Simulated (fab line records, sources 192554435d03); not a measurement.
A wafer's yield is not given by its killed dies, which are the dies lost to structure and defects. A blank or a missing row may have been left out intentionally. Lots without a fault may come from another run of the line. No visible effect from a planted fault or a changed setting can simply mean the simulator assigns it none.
Matching of chambers || flow n5-finfet || N5_HKMG_FIN_ALD_79 on ald-metal-02 has 4 sister chambers
The step deposits TiN, target thk 1.5 nm, pulse time 1 s, purge time 3 s. 42 wafers are shown with their chamber, then 12 later ones without.

WAFERS, EACH WITH ITS CHAMBER
{"wafer": "L077.2", "chamber": 0, "heater-power-w (W)": 1026, "precursor-pulse-height-rel": 0.996}
{"wafer": "L077.3", "chamber": 2, "heater-power-w (W)": 900, "precursor-pulse-height-rel": 1.007}
{"wafer": "L077.6", "chamber": 3, "heater-power-w (W)": 893, "precursor-pulse-height-rel": 0.987}
{"wafer": "L078.1", "chamber": 3, "heater-power-w (W)": 875, "precursor-pulse-height-rel": 1.019}
{"wafer": "L078.2", "chamber": 1, "heater-power-w (W)": 864, "precursor-pulse-height-rel": 0.992}
{"wafer": "L078.3", "chamber": 2, "heater-power-w (W)": 909, "precursor-pulse-height-rel": 0.997}
{"wafer": "L078.4", "chamber": 0, "heater-power-w (W)": 1073, "precursor-pulse-height-rel": 0.984}
{"wafer": "L078.5", "chamber": 0, "heater-power-w (W)": 1075, "precursor-pulse-height-rel": 1.002}
{"wafer": "L078.6", "chamber": 3, "heater-power-w (W)": 877, "precursor-pulse-height-rel": 0.990}
{"wafer": "L079.3", "chamber": 2, "heater-power-w (W)": 940, "precursor-pulse-height-rel": 1.021}
{"wafer": "L079.4", "chamber": 0, "heater-power-w (W)": 1051, "precursor-pulse-height-rel": 1.025}
{"wafer": "L079.6", "chamber": 0, "heater-power-w (W)": 1063, "precursor-pulse-height-rel": 1.022}
{"wafer": "L082.1", "chamber": 3, "heater-power-w (W)": 874, "precursor-pulse-height-rel": 0.977}
{"wafer": "L082.2", "chamber": 0, "heater-power-w (W)": 1065, "precursor-pulse-height-rel": 0.995}
{"wafer": "L082.3", "chamber": 1, "heater-power-w (W)": 863, "precursor-pulse-height-rel": 0.999}
{"wafer": "L082.4", "chamber": 2, "heater-power-w (W)": 927, "precursor-pulse-height-rel": 0.972}
{"wafer": "L082.5", "chamber": 1, "heater-power-w (W)": 872, "precursor-pulse-height-rel": 0.989}
{"wafer": "L082.6", "chamber": 2, "heater-power-w (W)": 922, "precursor-pulse-height-rel": 0.992}
{"wafer": "L084.1", "chamber": 1, "heater-power-w (W)": 878, "precursor-pulse-height-rel": 1.033}
{"wafer": "L084.2", "chamber": 3, "heater-power-w (W)": 878, "precursor-pulse-height-rel": 0.999}
{"wafer": "L084.3", "chamber": 0, "heater-power-w (W)": 1060, "precursor-pulse-height-rel": 1.003}
{"wafer": "L084.4", "chamber": 2, "heater-power-w (W)": 918, "precursor-pulse-height-rel": 1.010}
{"wafer": "L084.5", "chamber": 3, "heater-power-w (W)": 894, "precursor-pulse-height-rel": 1.024}
{"wafer": "L084.6", "chamber": 2, "heater-power-w (W)": 951, "precursor-pulse-height-rel": 0.971}
{"wafer": "L085.1", "chamber": 3, "heater-power-w (W)": 874, "precursor-pulse-height-rel": 0.969}
{"wafer": "L085.2", "chamber": 2, "heater-power-w (W)": 933, "precursor-pulse-height-rel": 0.977}
{"wafer": "L085.6", "chamber": 0, "heater-power-w (W)": 1046, "precursor-pulse-height-rel": 1.018}
{"wafer": "L087.1", "chamber": 1, "heater-power-w (W)": 889, "precursor-pulse-height-rel": 0.974}
{"wafer": "L087.2", "chamber": 2, "heater-power-w (W)": 936, "precursor-pulse-height-rel": 0.963}
{"wafer": "L087.3", "chamber": 3, "heater-power-w (W)": 877, "precursor-pulse-height-rel": 1.044}
{"wafer": "L087.4", "chamber": 0, "heater-power-w (W)": 1060, "precursor-pulse-height-rel": 1.008}
{"wafer": "L087.5", "chamber": 2, "heater-power-w (W)": 949, "precursor-pulse-height-rel": 0.975}
{"wafer": "L087.6", "chamber": 1, "heater-power-w (W)": 856, "precursor-pulse-height-rel": 0.979}
{"wafer": "L091.1", "chamber": 3, "heater-power-w (W)": 879, "precursor-pulse-height-rel": 1.004}
{"wafer": "L091.2", "chamber": 2, "heater-power-w (W)": 924, "precursor-pulse-height-rel": 1.014}
{"wafer": "L091.3", "chamber": 0, "heater-power-w (W)": 1067, "precursor-pulse-height-rel": 0.991}
{"wafer": "L091.4", "chamber": 1, "heater-power-w (W)": 903, "precursor-pulse-height-rel": 0.989}
{"wafer": "L091.5", "chamber": 1, "heater-power-w (W)": 861, "precursor-pulse-height-rel": 1.017}
{"wafer": "L091.6", "chamber": 2, "heater-power-w (W)": 949, "precursor-pulse-height-rel": 1.026}
{"wafer": "L093.3", "chamber": 3, "heater-power-w (W)": 864, "precursor-pulse-height-rel": 1.010}
{"wafer": "L093.5", "chamber": 0, "heater-power-w (W)": 1081, "precursor-pulse-height-rel": 1.007}
{"wafer": "L093.6", "chamber": 3, "heater-power-w (W)": 867, "precursor-pulse-height-rel": 0.988}

SIGNATURES (averages over the wafers above)
{"reading": "heater-power-w", "chamber 0": 1060.64, "chamber 1": 873.25, "chamber 2": 929.83, "chamber 3": 877.45, "scatter within a chamber": 14.4}
{"reading": "precursor-pulse-height-rel", "chamber 0": 1.00464, "chamber 1": 0.99650, "chamber 2": 0.99375, "chamber 3": 1.00100, "scatter within a chamber": 0.0195}
Rule: for a wafer and a chamber, the distance is found by dividing, reading by reading, the gap between the wafer's reading and the chamber's mean by the reading's scatter, squaring, summing and taking the root. If the next closest chamber is less than 2 further off than the closest, the wafer can't be placed; otherwise it belongs to the closest. The scatter is the square root of a quotient: the sum, over the shown wafers, of each reading's squared deviation from its chamber's mean, divided by wafers minus chambers.

WAFERS WHOSE CHAMBER IS MISSING
{"wafer": "L094.1", "heater-power-w (W)": 1082, "precursor-pulse-height-rel": 0.974}
{"wafer": "L094.2", "heater-power-w (W)": 854, "precursor-pulse-height-rel": 0.990}
{"wafer": "L094.4", "heater-power-w (W)": 868, "precursor-pulse-height-rel": 1.002}
{"wafer": "L096.1", "heater-power-w (W)": 855, "precursor-pulse-height-rel": 0.986}
{"wafer": "L096.2", "heater-power-w (W)": 869, "precursor-pulse-height-rel": 1.039}
{"wafer": "L096.3", "heater-power-w (W)": 1042, "precursor-pulse-height-rel": 0.962}
{"wafer": "L096.4", "heater-power-w (W)": 933, "precursor-pulse-height-rel": 0.980}
{"wafer": "L096.5", "heater-power-w (W)": 921, "precursor-pulse-height-rel": 0.978}
{"wafer": "L096.6", "heater-power-w (W)": 870, "precursor-pulse-height-rel": 1.012}
{"wafer": "L097.2", "heater-power-w (W)": 1087, "precursor-pulse-height-rel": 0.987}
{"wafer": "L097.4", "heater-power-w (W)": 941, "precursor-pulse-height-rel": 1.047}
{"wafer": "L097.6", "heater-power-w (W)": 862, "precursor-pulse-height-rel": 0.978}

CHAMBER TAKEN BY EACH
{"wafer": "L094.1", "from the rows above": 0, "in truth": 0}
{"wafer": "L094.2", "from the rows above": "can't be placed: 1 or 3", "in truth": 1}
{"wafer": "L094.4", "from the rows above": "can't be placed: 1 or 3", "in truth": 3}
{"wafer": "L096.1", "from the rows above": "can't be placed: 1 or 3", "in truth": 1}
{"wafer": "L096.2", "from the rows above": "can't be placed: 3 or 1", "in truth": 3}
{"wafer": "L096.3", "from the rows above": 0, "in truth": 0}
{"wafer": "L096.4", "from the rows above": 2, "in truth": 2}
{"wafer": "L096.5", "from the rows above": 2, "in truth": 2}
{"wafer": "L096.6", "from the rows above": "can't be placed: 3 or 1", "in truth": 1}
{"wafer": "L097.2", "from the rows above": 0, "in truth": 0}
{"wafer": "L097.4", "from the rows above": 2, "in truth": 2}
{"wafer": "L097.6", "from the rows above": "can't be placed: 1 or 3", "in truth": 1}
Correct placement for 6 of the 12. These rows do not allow placing 6 (true chamber among the candidates in 6). Placed wrongly: 0.
